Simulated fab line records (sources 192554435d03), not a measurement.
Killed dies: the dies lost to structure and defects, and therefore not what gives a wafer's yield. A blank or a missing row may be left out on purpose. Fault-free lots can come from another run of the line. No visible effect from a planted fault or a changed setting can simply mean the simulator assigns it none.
fab line records | flow n5_finfet
record lots=7 | wafers=39
route steps=1938 shown FIN_SAQP@125 DUMMY_GATE@228
start_h: start of the lot's first displayed wafer, in hours after the record's first day | wait_h: hours since the lot's step before | " repeats the value in the row above | L1.1+2: a single row standing in for several wafers | - no value, or no start was given | * or withheld: withheld | < > ~ a bound
route shown NAME@n: NAME is a module with steps in the file, n the number in the route of the first one | usual: average and standard deviation across the fault-free wafers | same: alike in all rows | chamber/n: place in a boat | sites: each site's reading | _std_site: their standard deviation | _edge_site: outer sites' mean less inner sites' | radius_mm: for every site, how far away it sits from the centre of the wafer | mask NAME#n: copy n | behind: the most recent tool/chamber to have shaped the wafer | hold: the reason the lot was held/the length of the hold in hours/how it ended | device: transistor that didn't switch, given as n, p or np | end of line: the route-end tests of the same wafers | a step given without rows: its recipe and nothing more | killed: count of dies lost to structure and defects at first sort (not the wafer's yield) | map: a wafer's dies, x killed, . not, _ none there
set.NAME: the run value of the setting; set.NAME@STEP: its run value at that earlier step | model.NAME: the simulator's own value behind a step, which no gauge read
one table per step and one row per wafer, for lots whose settings were changed on purpose
## steps
# step N5_FIN_SAQP_SPACER1_ALD_24
# recipe material=SiO2 | target_thk_a=203 | temp_c=300 | ald_precursor_family=BDEAS | ald_co_reactant=O2-plasma | pulse_time_s=1 | purge_time_s=2 | co_reactant_purge_time_s=2 | ald_cycles=218 | pressure_torr=2
lot.wafer        | tool       | chamber     | start_h | wait_h | set.temp_c | model.SiO2_of_FIN_SAQP_SPACER1_ALD_24.thk_nm
L074.1+2+3+4+5+6 | ald_sin-02 | 3,0,1,2,1,2 | 24.98   | 1.1    | 300        | 20.4
L079.1+2+5       | ald_sin-02 | 2,1,2       | 53.35   | 0.8    | 288.2      | 21.2
L079.3+4         | "          | 0,3         | "       | "      | 300        | 20.4
L079.6           | "          | 3           | "       | "      | 300        | 20.2
L083.1+5         | ald_sin-01 | 3,0         | 77.79   | 0.5    | 295.8      | 20.8
L083.2           | "          | 1           | "       | "      | 295.8      | 20.6
L083.3+6         | "          | 0,3         | "       | "      | 300        | 20.4
L083.4           | "          | 2           | "       | "      | 300        | 20.2
L086.1+2+5       | ald_sin-01 | 0,1,1       | 95.97   | 0.3    | 310.9      | 20
L086.3           | "          | 2           | "       | "      | 300        | 20.2
L086.4+6         | "          | 3,0         | "       | "      | 300        | 20.4
L092.1+2+3+6     | ald_sin-02 | 2,3,0,2     | 130.88  | 0.3    | 300        | 20.2
L092.4+5         | "          | 1           | "       | "      | 300        | 20.4
L096.1+3+5       | ald_sin-03 | 0,2,2       | 156.12  | 0.3    | 300        | 20.4
L096.2+4+6       | "          | 3,1,3       | "       | "      | 300        | 20.2
L097.1+4         | ald_sin-01 | 1,2         | 160.79  | 0.3    | 300        | 20.4
L097.5           | "          | 3           | "       | "      | 300        | 20.2
# step N5_DUMMY_GATE_EXPOSE_12
# recipe mask_id=GATE | na=0.33 | source_shape=annular | sigma_inner=0.2 | sigma_outer=0.6 | polarization=unpolarized | target_cd_nm=25 | dose_mj=34
lot.wafer        | tool           | chamber | start_h | wait_h | mask   | set.dose_mj
L074.1+3+5       | euv_scanner-01 | 0       | 50.61   | -      | GATE#0 | 34
L074.2+4+6       | "              | 0       | "       | "      | GATE#0 | 35.35
L079.1+4+5       | euv_scanner-01 | 0       | 76.43   | -      | GATE#0 | 31.36
L079.2+3+6       | "              | 0       | "       | "      | GATE#0 | 34
L083.1+3+5       | euv_scanner-01 | 0       | 101.33  | -      | GATE#0 | 36.07
L083.2+4+6       | "              | 0       | "       | "      | GATE#0 | 34
L086.1+4+5       | euv_scanner-02 | 0       | 118.78  | -      | GATE#0 | 34
L086.2+3+6       | "              | 0       | "       | "      | GATE#0 | 33.32
L092.1+2+3+4+5+6 | euv_scanner-01 | 0       | 159.17  | -      | GATE#0 | 34
L096.1+2+3+4+5+6 | euv_scanner-01 | 0       | 178.04  | -      | GATE#0 | 34
L097.1+4+5       | euv_scanner-01 | 0       | 182.69  | -      | GATE#0 | 34
# step N5_DUMMY_GATE_PEB_13
# recipe peb_temp_c=100 | peb_time_s=60 | resist=CAR-EUV
# step N5_DUMMY_GATE_DEVELOP_14
# recipe develop_time_s=30 | developer=TMAH | resist=CAR-EUV | rinse_liquid=surfactant_rinse | dry=air_spin | dev_temp_c=23
# step N5_DUMMY_GATE_CD_MEAS_15
# recipe target_cd_nm=25.8 | landing_energy_ev=500 | detector=se_inlens
# usual cd_nm=25.01/0.2
lot.wafer | tool      | chamber | start_h | wait_h | set.dose_mj@DUMMY_GATE_EXPOSE_12 | cd_nm
L074.1    | cd_sem-01 | 0       | 50.74   | -      | 34                               | 24.98
L074.2    | "         | 0       | "       | "      | 35.35                            | 23.97
L074.3    | "         | 0       | "       | "      | 34                               | 24.84
L074.4    | "         | 0       | "       | "      | 35.35                            | 24.52
L074.5    | "         | 0       | "       | "      | 34                               | 24.93
L074.6    | "         | 0       | "       | "      | 35.35                            | 24.34
L079.1    | cd_sem-03 | 0       | 76.56   | -      | 31.36                            | 26.26
L079.2    | "         | 0       | "       | "      | 34                               | 25.03
L079.3    | "         | 0       | "       | "      | 34                               | 24.94
L079.4    | "         | 0       | "       | "      | 31.36                            | 26.64
L079.5    | "         | 0       | "       | "      | 31.36                            | 26.45
L079.6    | "         | 0       | "       | "      | 34                               | 24.86
L083.1    | cd_sem-03 | 0       | 101.45  | -      | 36.07                            | 24.16
L083.2    | "         | 0       | "       | "      | 34                               | 25.16
L083.3    | "         | 0       | "       | "      | 36.07                            | 24.02
L083.4    | "         | 0       | "       | "      | 34                               | 25.33
L083.5    | "         | 0       | "       | "      | 36.07                            | 24.32
L083.6    | "         | 0       | "       | "      | 34                               | 25.28
L086.1    | cd_sem-01 | 0       | 118.91  | -      | 34                               | 24.74
L086.2    | "         | 0       | "       | "      | 33.32                            | 25.16
L086.3    | "         | 0       | "       | "      | 33.32                            | 25.25
L086.4    | "         | 0       | "       | "      | 34                               | 25.13
L086.5    | "         | 0       | "       | "      | 34                               | 24.86
L086.6    | "         | 0       | "       | "      | 33.32                            | 24.96
L092.1    | cd_sem-02 | 0       | 159.30  | -      | 34                               | 25.22
L092.2    | "         | 0       | "       | "      | 34                               | 24.94
L092.3    | "         | 0       | "       | "      | 34                               | 24.94
L092.4    | "         | 0       | "       | "      | 34                               | 24.96
L092.5    | "         | 0       | "       | "      | 34                               | 25.26
L092.6    | "         | 0       | "       | "      | 34                               | 25.18
L096.1    | cd_sem-01 | 0       | 178.17  | -      | 34                               | 25.02
L096.2    | "         | 0       | "       | "      | 34                               | 25.01
L096.3    | "         | 0       | "       | "      | 34                               | 25.33
L096.4    | "         | 0       | "       | "      | 34                               | 25.27
L096.5    | "         | 0       | "       | "      | 34                               | 24.83
L096.6    | "         | 0       | "       | "      | 34                               | 24.98
L097.1    | cd_sem-02 | 0       | 182.81  | -      | 34                               | 25.07
L097.4    | "         | 0       | "       | "      | 34                               | 25.04
L097.5    | "         | 0       | "       | "      | 34                               | 25.06
# step N5_DUMMY_GATE_STRIP_38
# recipe chemistry=N2/H2 | temp_c=40 | n2_flow_sccm=200 | h2_flow_sccm=200 | rf_frequency_hz=6e+07
# step N5_DUMMY_GATE_STRIP_39
# recipe chemistry=N2/H2 | temp_c=40 | n2_flow_sccm=200 | h2_flow_sccm=200 | rf_frequency_hz=6e+07
# step N5_DUMMY_GATE_TRIM_49
# recipe chemistry=O2 | resist=SOC | time_s=29 | target_cd_nm=14 | source_power_w=300 | bias_power_w=0 | O2_flow_sccm=100 | temp_c=20
lot.wafer      | tool      | chamber   | start_h | wait_h | set.dose_mj@DUMMY_GATE_EXPOSE_12 | model.DUMMY_GATE.cd_nm
L074.1         | rie_si-02 | 2         | 51.17   | 0.0    | 34                               | 13.8
L074.2+6       | "         | 0         | "       | "      | 35.35                            | 13.2
L074.3+5       | "         | 1,3       | "       | "      | 34                               | 14.2
L074.4         | "         | 3         | "       | "      | 35.35                            | 13.4
L079.1+5       | rie_si-02 | 3         | 76.92   | 0.0    | 31.36                            | 15.6
L079.2         | "         | 1         | "       | "      | 34                               | 14.2
L079.3         | "         | 2         | "       | "      | 34                               | 13.8
L079.4         | "         | 0         | "       | "      | 31.36                            | 15.4
L079.6         | "         | 0         | "       | "      | 34                               | 14
L083.1+5       | rie_si-04 | 3         | 101.89  | 0.0    | 36.07                            | 13
L083.2         | "         | 2         | "       | "      | 34                               | 14.4
L083.3         | "         | 0         | "       | "      | 36.07                            | 12.8
L083.4+6       | "         | 1,2       | "       | "      | 34                               | 14
L086.1         | rie_si-01 | 3         | 119.27  | 0.0    | 34                               | 14
L086.2+3       | "         | 1,0       | "       | "      | 33.32                            | 14.4
L086.4         | "         | 3         | "       | "      | 34                               | 14.2
L086.5         | "         | 0         | "       | "      | 34                               | 13.8
L086.6         | "         | 1         | "       | "      | 33.32                            | 14.2
L092.1         | rie_si-02 | 0         | 159.65  | 0.0    | 34                               | 13.8
L092.2+5       | "         | 1,3       | "       | "      | 34                               | 14.2
L092.3         | "         | 2         | "       | "      | 34                               | 14
L092.4+6       | "         | 3,0       | "       | "      | 34                               | 14.4
L096.1+2+4+5+6 | rie_si-01 | 3,0,1,0,3 | 178.52  | 0.0    | 34                               | 14
L096.3         | "         | 2         | "       | "      | 34                               | 13.6
L097.1+4       | rie_si-04 | 2,3       | 183.17  | 0.0    | 34                               | 14
L097.5         | "         | 2         | "       | "      | 34                               | 14.4
# step N5_DUMMY_GATE_STRIP_40
# recipe chemistry=CF4 | resist=SiARC | power_w=300 | bias_power_w=75 | pressure_mtorr=50 | cf4_flow_sccm=150 | rf_frequency_hz=6e+07
# step N5_DUMMY_GATE_CD_MEAS_50
# recipe target_cd_nm=14
# usual cd_nm=14.02/0.27
lot.wafer | tool      | chamber | start_h | wait_h | set.dose_mj@DUMMY_GATE_EXPOSE_12 | cd_nm
L074.1    | cd_sem-01 | -       | 51.40   | 0.0    | 34                               | 13.53
L074.2    | "         | -       | "       | "      | 35.35                            | 13.39
L074.3    | "         | -       | "       | "      | 34                               | 14.23
L074.4    | "         | -       | "       | "      | 35.35                            | 13.43
L074.5    | "         | -       | "       | "      | 34                               | 14.06
L074.6    | "         | -       | "       | "      | 35.35                            | 13.32
L079.1    | cd_sem-01 | -       | 77.07   | 0.0    | 31.36                            | 15.55
L079.2    | "         | -       | "       | "      | 34                               | 14.40
L079.3    | "         | -       | "       | "      | 34                               | 13.91
L079.4    | "         | -       | "       | "      | 31.36                            | 15.25
L079.5    | "         | -       | "       | "      | 31.36                            | 15.59
L079.6    | "         | -       | "       | "      | 34                               | 14.07
L083.1    | cd_sem-03 | -       | 102.17  | 0.0    | 36.07                            | 12.94
L083.2    | "         | -       | "       | "      | 34                               | 14.28
L083.3    | "         | -       | "       | "      | 36.07                            | 13.20
L083.4    | "         | -       | "       | "      | 34                               | 14.14
L083.5    | "         | -       | "       | "      | 36.07                            | 12.97
L083.6    | "         | -       | "       | "      | 34                               | 14.16
L086.1    | cd_sem-03 | -       | 119.41  | 0.0    | 34                               | 13.90
L086.2    | "         | -       | "       | "      | 33.32                            | 14.27
L086.3    | "         | -       | "       | "      | 33.32                            | 14.39
L086.4    | "         | -       | "       | "      | 34                               | 14.18
L086.5    | "         | -       | "       | "      | 34                               | 13.90
L086.6    | "         | -       | "       | "      | 33.32                            | 14.61
L092.1    | cd_sem-02 | -       | 160.14  | 0.0    | 34                               | 13.94
L092.2    | "         | -       | "       | "      | 34                               | 14.06
L092.3    | "         | -       | "       | "      | 34                               | 13.85
L092.4    | "         | -       | "       | "      | 34                               | 14.41
L092.5    | "         | -       | "       | "      | 34                               | 13.94
L092.6    | "         | -       | "       | "      | 34                               | 14.25
L096.1    | cd_sem-01 | -       | 178.67  | 0.0    | 34                               | 13.75
L096.2    | "         | -       | "       | "      | 34                               | 14.06
L096.3    | "         | -       | "       | "      | 34                               | 13.30
L096.4    | "         | -       | "       | "      | 34                               | 13.94
L096.5    | "         | -       | "       | "      | 34                               | 13.67
L096.6    | "         | -       | "       | "      | 34                               | 13.86
L097.1    | cd_sem-02 | -       | 183.32  | 0.0    | 34                               | 13.73
L097.4    | "         | -       | "       | "      | 34                               | 13.78
L097.5    | "         | -       | "       | "      | 34                               | 14.29
# step N5_DUMMY_GATE_ETCH_32
# recipe chemistry=CF4 | target=SiO2 | target_depth_a=35 | time_s=3.9 | ion_energy_ev=350 | pressure_mtorr=10 | icp_w=800 | bias_w=400 | cf4_flow_sccm=80
lot.wafer | tool      | chamber | start_h | wait_h | set.time_s | model.etch.depth_nm
L074.1    | rie_si-04 | 0       | 51.88   | 0.1    | 3.9        | 3.496
L074.2    | "         | 3       | "       | "      | 4.217      | 3.753
L074.3    | "         | 2       | "       | "      | 3.9        | 3.552
L074.4    | "         | 1       | "       | "      | 3.9        | 3.528
L074.5    | "         | 1       | "       | "      | 4.217      | 3.81
L074.6    | "         | 2       | "       | "      | 4.217      | 3.869
L079.1    | rie_si-01 | 0       | 77.36   | 0.1    | 3.9        | 3.457
L079.2    | "         | 1       | "       | "      | 3.9        | 3.502
L079.3    | "         | 3       | "       | "      | 3.9        | 3.534
L079.4    | "         | 2       | "       | "      | 3.9        | 3.509
L079.5    | "         | 1       | "       | "      | 3.9        | 3.493
L079.6    | "         | 2       | "       | "      | 3.9        | 3.454
L083.1    | rie_si-02 | 2       | 102.48  | 0.1    | 3.9        | 3.485
L083.2    | "         | 1       | "       | "      | 3.9        | 3.406
L083.3    | "         | 0       | "       | "      | 4.254      | 3.866
L083.4    | "         | 3       | "       | "      | 3.9        | 3.498
L083.5    | "         | 2       | "       | "      | 4.254      | 3.787
L083.6    | "         | 1       | "       | "      | 4.254      | 3.681
L086.1    | rie_si-02 | 2       | 119.71  | 0.1    | 4.361      | 3.889
L086.2    | "         | 1       | "       | "      | 4.361      | 3.811
L086.3    | "         | 3       | "       | "      | 3.9        | 3.453
L086.4    | "         | 0       | "       | "      | 3.9        | 3.49
L086.5    | "         | 2       | "       | "      | 3.9        | 3.477
L086.6    | "         | 3       | "       | "      | 4.361      | 3.922
L092.1    | rie_si-02 | 3       | 160.44  | 0.1    | 3.9        | 3.53
L092.2    | "         | 1       | "       | "      | 4.651      | 4.103
L092.3    | "         | 0       | "       | "      | 4.651      | 4.292
L092.4    | "         | 2       | "       | "      | 3.9        | 3.559
L092.5    | "         | 0       | "       | "      | 4.651      | 4.247
L092.6    | "         | 1       | "       | "      | 3.9        | 3.432
L096.1    | rie_si-04 | 3       | 178.97  | 0.1    | 3.517      | 3.145
L096.2    | "         | 0       | "       | "      | 3.9        | 3.531
L096.3    | "         | 2       | "       | "      | 3.517      | 3.194
L096.4    | "         | 1       | "       | "      | 3.9        | 3.517
L096.5    | "         | 2       | "       | "      | 3.517      | 3.203
L096.6    | "         | 1       | "       | "      | 3.9        | 3.5
L097.1    | rie_si-02 | 2       | 183.61  | 0.1    | 3.9        | 3.507
L097.4    | "         | 3       | "       | "      | 3.9        | 3.498
L097.5    | "         | 2       | "       | "      | 3.9        | 3.504
# step N5_DUMMY_GATE_ETCH_23
# recipe chemistry=HBr/Cl2/O2 | HBr_flow_sccm=150 | Cl2_flow_sccm=80 | O2_flow_sccm=12 | bias_w=102 | target_depth_a=410 | time_s=22.3 | target=poly-Si | mask_material=SiO2 | pressure_mtorr=10 | icp_w=800
# step N5_DUMMY_GATE_ETCH_44
# recipe chemistry=HBr/O2 | over_etch_frac=0.7 | target_depth_a=1275 | stop_on=SiO2 | ion_energy_ev=60 | bias_w=20 | target=poly-Si | mask_material=SiO2 | pressure_mtorr=20 | icp_w=400 | HBr_flow_sccm=120 | O2_flow_sccm=10
# step N5_DUMMY_GATE_CD_MEAS_24
# recipe target_cd_nm=15
# usual cd_nm=15.1/0.33
lot.wafer | tool      | chamber | start_h | wait_h | set.dose_mj@DUMMY_GATE_EXPOSE_12 | cd_nm
L074.1    | cd_sem-02 | -       | 52.08   | 0.1    | 34                               | 14.7
L074.2    | "         | -       | "       | "      | 35.35                            | 14.1
L074.3    | "         | -       | "       | "      | 34                               | 15.0
L074.4    | "         | -       | "       | "      | 35.35                            | 13.8
L074.5    | "         | -       | "       | "      | 34                               | 15.2
L074.6    | "         | -       | "       | "      | 35.35                            | 13.8
L079.1    | cd_sem-02 | -       | 77.56   | 0.1    | 31.36                            | 16.9
L079.2    | "         | -       | "       | "      | 34                               | 15.3
L079.3    | "         | -       | "       | "      | 34                               | 15.1
L079.4    | "         | -       | "       | "      | 31.36                            | 16.9
L079.5    | "         | -       | "       | "      | 31.36                            | 17.2
L079.6    | "         | -       | "       | "      | 34                               | 15.2
L083.1    | cd_sem-01 | -       | 102.67  | 0.1    | 36.07                            | 14.1
L083.2    | "         | -       | "       | "      | 34                               | 15.1
L083.3    | "         | -       | "       | "      | 36.07                            | 13.3
L083.4    | "         | -       | "       | "      | 34                               | 15.2
L083.5    | "         | -       | "       | "      | 36.07                            | 13.4
L083.6    | "         | -       | "       | "      | 34                               | 14.9
L086.1    | cd_sem-03 | -       | 119.91  | 0.1    | 34                               | 14.8
L086.2    | "         | -       | "       | "      | 33.32                            | 15.7
L086.3    | "         | -       | "       | "      | 33.32                            | 15.5
L086.4    | "         | -       | "       | "      | 34                               | 15.6
L086.5    | "         | -       | "       | "      | 34                               | 15.1
L086.6    | "         | -       | "       | "      | 33.32                            | 15.3
L092.1    | cd_sem-03 | -       | 160.64  | 0.1    | 34                               | 14.4
L092.2    | "         | -       | "       | "      | 34                               | 15.2
L092.3    | "         | -       | "       | "      | 34                               | 15.0
L092.4    | "         | -       | "       | "      | 34                               | 15.1
L092.5    | "         | -       | "       | "      | 34                               | 15.4
L092.6    | "         | -       | "       | "      | 34                               | 14.9
L096.1    | cd_sem-03 | -       | 179.17  | 0.1    | 34                               | 15.1
L096.2    | "         | -       | "       | "      | 34                               | 15.1
L096.3    | "         | -       | "       | "      | 34                               | 14.6
L096.4    | "         | -       | "       | "      | 34                               | 15.1
L096.5    | "         | -       | "       | "      | 34                               | 14.7
L096.6    | "         | -       | "       | "      | 34                               | 14.6
L097.1    | cd_sem-02 | -       | 183.81  | 0.1    | 34                               | 15.3
L097.4    | "         | -       | "       | "      | 34                               | 14.8
L097.5    | "         | -       | "       | "      | 34                               | 15.6
# step N5_DUMMY_GATE_ETCH_42
# recipe chemistry=CHF3/O2 | target=SiO2 | target_depth_a=35 | time_s=31 | ion_energy_ev=30 | bias_w=12 | pressure_mtorr=30 | source_w=600 | Ar_flow_sccm=200 | CHF3_flow_sccm=50 | O2_flow_sccm=5
# usual rf_vpp_V=42.6/1
lot.wafer | tool        | chamber | start_h | wait_h | set.bias_w | set.dose_mj@DUMMY_GATE_EXPOSE_12 | rf_vpp_V | model.DUMMY_GATE.cd_nm
L074.1    | rie_diel-04 | 1       | 52.18   | 0.1    | 10.16      | 34                               | 36.5     | 14.8
L074.2    | "           | 2       | "       | "      | 12         | 35.35                            | 42.1     | 14
L074.3    | "           | 0       | "       | "      | 10.16      | 34                               | 37.7     | 15
L074.4    | "           | 1       | "       | "      | 12         | 35.35                            | 43.3     | 14.2
L074.5    | "           | 0       | "       | "      | 12         | 34                               | 43.2     | 15.2
L074.6    | "           | 2       | "       | "      | 10.16      | 35.35                            | 37.7     | 14
L079.1    | rie_diel-05 | 1       | 77.61   | 0.0    | 10.13      | 31.36                            | 38.0     | 16.6
L079.2    | "           | 3       | "       | "      | 12         | 34                               | 42.9     | 15.4
L079.3    | "           | 2       | "       | "      | 10.13      | 34                               | 35.6     | 15
L079.4    | "           | 0       | "       | "      | 12         | 31.36                            | 42.2     | 16.6
L079.5    | "           | 0       | "       | "      | 10.13      | 31.36                            | 37.6     | 17
L079.6    | "           | 3       | "       | "      | 12         | 34                               | 41.4     | 15.2
L083.1    | rie_diel-06 | 0       | 102.80  | 0.1    | 12         | 36.07                            | 42.9     | 14
L083.2    | "           | 2       | "       | "      | 12         | 34                               | 44.7     | 15.2
L083.3    | "           | 1       | "       | "      | 12         | 36.07                            | 41.2     | 13.4
L083.4    | "           | 3       | "       | "      | 12         | 34                               | 43.4     | 15
L083.5    | "           | 3       | "       | "      | 12         | 36.07                            | 43.6     | 13.8
L083.6    | "           | 2       | "       | "      | 12         | 34                               | 44.0     | 14.8
L086.1    | rie_diel-05 | 2       | 119.96  | 0.0    | 12         | 34                               | 41.5     | 15
L086.2    | "           | 0       | "       | "      | 12         | 33.32                            | 41.9     | 15.4
L086.3    | "           | 1       | "       | "      | 12         | 33.32                            | 42.4     | 15.6
L086.4    | "           | 3       | "       | "      | 13.08      | 34                               | 45.1     | 15.4
L086.5    | "           | 3       | "       | "      | 13.08      | 34                               | 45.1     | 14.8
L086.6    | "           | 2       | "       | "      | 13.08      | 33.32                            | 44.3     | 15.4
L092.1    | rie_diel-06 | 0       | 160.69  | 0.0    | 12         | 34                               | 43.5     | 14.8
L092.2    | "           | 3       | "       | "      | 12         | 34                               | 44.5     | 15.2
L092.3    | "           | 1       | "       | "      | 12         | 34                               | 42.2     | 15.2
L092.4    | "           | 2       | "       | "      | 13.98      | 34                               | 47.2     | 15.4
L092.5    | "           | 2       | "       | "      | 13.98      | 34                               | 48.2     | 15.4
L092.6    | "           | 3       | "       | "      | 13.98      | 34                               | 48.3     | 15.4
L096.1    | rie_diel-04 | 1       | 179.28  | 0.1    | 10.96      | 34                               | 38.6     | 15
L096.2    | "           | 0       | "       | "      | 12         | 34                               | 44.7     | 14.8
L096.3    | "           | 3       | "       | "      | 10.96      | 34                               | 38.6     | 14.4
L096.4    | "           | 2       | "       | "      | 10.96      | 34                               | 38.7     | 14.8
L096.5    | "           | 3       | "       | "      | 12         | 34                               | 43.7     | 14.8
L096.6    | "           | 2       | "       | "      | 12         | 34                               | 43.1     | 14.8
L097.1    | rie_diel-04 | 3       | 183.86  | 0.0    | 12         | 34                               | 42.5     | 15.2
L097.4    | "           | 2       | "       | "      | 12         | 34                               | 42.4     | 14.8
L097.5    | "           | 3       | "       | "      | 12         | 34                               | 41.5     | 15.2
## key
split step=N5_FIN_SAQP_SPACER1_ALD_24 | setting=temp_c | stated=300 | by=wafer
response step=N5_FIN_SAQP_SPACER1_ALD_24 | reading=model.SiO2_of_FIN_SAQP_SPACER1_ALD_24.thk_nm | change=-0.169 | per=1% | r=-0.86
split step=N5_DUMMY_GATE_EXPOSE_12 | setting=dose_mj | stated=34 | by=wafer
response step=N5_DUMMY_GATE_CD_MEAS_15 | reading=cd_nm | change=-0.182 | per=1% | r=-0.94
response step=N5_DUMMY_GATE_TRIM_49 | reading=model.DUMMY_GATE.cd_nm | change=-0.197 | per=1% | r=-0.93
response step=N5_DUMMY_GATE_CD_MEAS_50 | reading=cd_nm | change=-0.175 | per=1% | r=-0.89
response step=N5_DUMMY_GATE_CD_MEAS_24 | reading=cd_nm | change=-0.24 | per=1% | r=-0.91
response step=N5_DUMMY_GATE_ETCH_42 | reading=model.DUMMY_GATE.cd_nm | change=-0.206 | per=1% | r=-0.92
split step=N5_DUMMY_GATE_ETCH_32 | setting=time_s | stated=3.9 | by=wafer
response step=N5_DUMMY_GATE_ETCH_32 | reading=model.etch.depth_nm | change=+0.0355 | per=1% | r=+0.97
split step=N5_DUMMY_GATE_ETCH_42 | setting=bias_w | stated=12 | by=wafer
response step=N5_DUMMY_GATE_ETCH_42 | reading=rf_vpp_V | change=+0.342 | per=1% | r=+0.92
